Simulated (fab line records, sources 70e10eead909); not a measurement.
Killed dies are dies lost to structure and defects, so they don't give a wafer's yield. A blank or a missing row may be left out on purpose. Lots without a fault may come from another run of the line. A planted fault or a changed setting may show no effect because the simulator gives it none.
Chamber matching | flow nand_harc | NHARC_A_BONDPAD_STRIP_15 on rie_diel-06: 4 sister chambers
The step strips in O2. 4 wafers are shown with their chamber, then 7 later ones without.

WAFERS WITH THEIR CHAMBER
wafer  | chamber | showerhead_plenum_p_Torr (Torr)
L677.2 | 2       | 3.61
L678.2 | 3       | 3.53
L682.1 | 0       | 3.67
L682.2 | 1       | 3.45

WAFERS WITHOUT THEIR CHAMBER
wafer  | showerhead_plenum_p_Torr (Torr)
L682.5 | 3.67
L690.1 | 3.67
L690.3 | 3.52
L690.5 | 3.44
L698.3 | 3.52
L698.4 | 3.60
L698.6 | 3.52

WHICH CHAMBER EACH WENT THROUGH
wafer  | from the rows above | in truth
L682.5 | 0                   | 0
L690.1 | 0                   | 0
L690.3 | 3                   | 3
L690.5 | 1                   | 1
L698.3 | 3                   | 3
L698.4 | 2                   | 2
L698.6 | 3                   | 3
Placed correctly: 7 of 7. Can't be placed from these rows: 0. Placed wrongly: 0.
How it was worked out, from the rows above alone: a wafer's distance from a chamber is the root of the sum, over the readings, of the square of ((its reading less the chamber's mean) divided by the reading's scatter). The wafer belongs to the nearest chamber; if the next one is less than 2 further off, it can't be placed. A chamber's mean is the mean of its shown wafers. The scatter: with one shown wafer a chamber, the root of the mean of the squares of how far each hidden wafer lies from its nearest shown one.
